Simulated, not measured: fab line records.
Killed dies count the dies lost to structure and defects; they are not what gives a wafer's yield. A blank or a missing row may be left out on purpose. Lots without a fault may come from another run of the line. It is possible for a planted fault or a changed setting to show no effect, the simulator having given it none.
A lot that was struck, set against a sound lot :: flow n5 finfet :: 38 out of 1938 route steps
Sound: these wafers, L994.1, L994.3, L994.6. Struck: wafers L998.2, L998.5 (left out: L998.4, a lot-mate that was not struck); the cause follows at the end.
At each step with rows: each side's tool, then ch and its chambers, then its first start. Under that, the readings that differ: sound wafers :: struck wafers :: difference of the means :: sigmas: that difference in standard deviations of wafers without a fault.
alike: same words and numbers on both sides, and readings whose means sit less than 2 such deviations apart. not compared: any withheld reading, any reading some wafer has no value for, any bound like >300 that may hide the same value, and any number with overlapping values for which the record gives no deviation.
A row with sigmas, a row that says differs or no value, or rows on one side alone: a step with any of these is where the two part. Numbers that don't overlap but have no deviation are shown without sigmas and don't part them. A reading missing from all wafers of one side parts the sides only when that side holds two or more wafers.

first, 9 steps without rows for these wafers: N5_BEOL_M4_ANNEAL_95 (time 240 s); N5_BEOL_M4_SPUTTER_96 (material Cu, target thk 4.5 nm, time 8.29 s); N5_BEOL_M4_ECD_50 (material Cu, target thk 300 nm); N5_BEOL_M4_ANNEAL_51 (time 90 s); N5_BEOL_M4_CMP_52 (polishes, stops on SiOC, t overpolish 6.8 s, target thk 40 nm); N5_BEOL_M4_PRE_CLEAN_60 (time 15 s); N5_BEOL_M4_CO_CAP_55 (material Co, precursor CCTBA/H2, target thk 2 nm, time 102.1 s); N5_BEOL_M4_PRE_CLEAN_56 (time 15 s); N5_BEOL_M4_DEP_57 (deposits SiCN from 3MS/NH3, target thk 8 nm, time 14 s).
N5_BEOL_M4_RC_MEAS_101:
  sound on prober-01 ch 0, day 12 04:02; struck on prober-02 ch 0, day 13 04:32
reading: ION_N (uA/um)
sound: 692 694 686
struck: 678 667
difference: -18
sigmas: -2

reading: ION_P (uA/um)
sound: 474 476 472
struck: 458 454
difference: -18
sigmas: -3

reading: VT_P (mV)
sound: -246 -247 -248
struck: -254 -255
difference: -8
sigmas: -2
  alike: DIBL_N, DIBL_P, IOFF_N, IOFF_P, SS_N, SS_P, VT_N
then, 24 steps without rows for these wafers: N5_BEOL_M5_ILD_DEP_00 (deposits SiCOH lowk from DEMS/porogen, target thk 140.64 nm, time 25.9 s); N5_BEOL_M5_CURE_79 (cures SiCOH lowk, time 240 s); N5_BEOL_M5_PECVD_70 (deposits SiO2 from TEOS/O2, target thk 16 nm, time 18 s); N5_BEOL_M5_HM_DEP_02 (deposits TiN, target thk 20 nm); N5_BEOL_M5_COAT_59 (time 60 s, resist thk 60 nm); N5_BEOL_M5_COAT_60 (time 60 s, resist thk 12 nm); N5_BEOL_M5_COAT_71 (time 60 s, resist thk 5 nm); N5_BEOL_M5_COAT_05 (resist thk 30 nm); N5_BEOL_M5_EBR_07; N5_BEOL_M5_SOFTBAKE_06 (time 60 s); N5_BEOL_M5_EXPOSE_08 (exposes mask M5, target cd 28 nm); N5_BEOL_M5_PEB_09 (peb time 60 s); N5_BEOL_M5_DEVELOP_10 (develop time 30 s); N5_BEOL_M5_DESCUM_16 (chemistry O2, time 7 s); N5_BEOL_M5_ETCH_72 (etches underlayer in N2/H2, target depth 6.5 nm, time 5.2 s); N5_BEOL_M5_ETCH_61 (etches SiARC in CF4, target depth 15.6 nm, time 26 s); N5_BEOL_M5_ETCH_62 (etches SOC in N2/H2, target depth 75 nm, overetch 15 nm, time 112.5 s); N5_BEOL_M5_STRIP_63 (strips in N2/H2); N5_BEOL_M5_STRIP_73 (strips in N2/H2); N5_BEOL_M5_STRIP_64 (strips in CF4); N5_BEOL_M5_HM_OPEN_17 (chemistry Cl2/BCl3, target TiN, target depth 20 nm, overetch 6 nm); N5_BEOL_M5_STRIP_19 (strips in O2); N5_BEOL_M5_COAT_65 (time 60 s, resist thk 60 nm); N5_BEOL_M5_COAT_66 (time 60 s, resist thk 12 nm).
N5_BEOL_M10_ILD_DEP_00: deposits SiCOH lowk from DEMS/porogen, target thk 308.51 nm, time 58 s.
  sound on pecvd-03 ch 0,1,2, day 14 03:23; struck on pecvd-03 ch 1, day 14 22:58
reading: run length s (s)
sound: 100.4 101.7 100.3
struck: 71.8 71.6
difference: -29.1
sigmas: -56

reading: model.SiCOH_lowk_of_BEOL_M10_ILD_DEP_00.thk nm (nm)
sound: 306.8 305.8 309.2
struck: 150 155.2
difference: -155
sigmas: 
  alike: heater power w, showerhead plenum p Torr, throttle valve pct
N5_BEOL_M10_THK_MEAS_01:
  sound on film metro-02, day 14 03:59; struck on film metro-02, day 14 23:39
reading: M10_ILD_THK (nm)
sound: 267 266 268
struck: 129 134
difference: -136
sigmas: -39
N5_BEOL_M10_CMP_52: polishes, stops on SiCOH lowk, t overpolish 7 s, target thk 140 nm.
  sound on cmp-03 ch 0,1,3, day 14 08:56; struck on cmp-04 ch 0,1, day 15 05:04
reading: model.SiCOH_lowk_of_BEOL_M10_ILD_DEP_00.thk nm (nm)
sound: 263.6 262.6 265.6
struck: 126 130.6
difference: -136
sigmas: 
  alike: motor current A, platen rpm
N5_PASSIVATION_PROBE_49:
  sound on prober-01, day 16 12:00; struck on prober-02, day 17 04:16
reading: defect limited yield (%)
sound: 91.2 89.4 91.4
struck: 0.6 1.5
difference: -89.6
sigmas: -64

reading: killed_at_M4_up
sound: 6 12 11
struck: 1073 1052
difference: +1053
sigmas: +99 or more

reading: killed dies
sound: 104 125 101
struck: 1173 1162
difference: +1058
sigmas: +66

reading: killed on rim
sound: 11 12 24
struck: 152 148
difference: +134
sigmas: +34

reading: sort n pass
sound: 1076 1055 1079
struck: 7 18
difference: -1058
sigmas: -66

reading: sort yield pct (%)
sound: 91.2 89.4 91.4
struck: 0.6 1.5
difference: -89.6
sigmas: -64
  alike: killed_at_M0_to_M3, killed at contacts, killed at front end, killed at other, killed open, killed short, sort_bin_5_function, sort_bin_6_memory

== WHERE THEY PART ==
First at N5_BEOL_M4_RC_MEAS_101; last, within this record, at N5_PASSIVATION_PROBE_49.

WHY: what had been put in by the simulator
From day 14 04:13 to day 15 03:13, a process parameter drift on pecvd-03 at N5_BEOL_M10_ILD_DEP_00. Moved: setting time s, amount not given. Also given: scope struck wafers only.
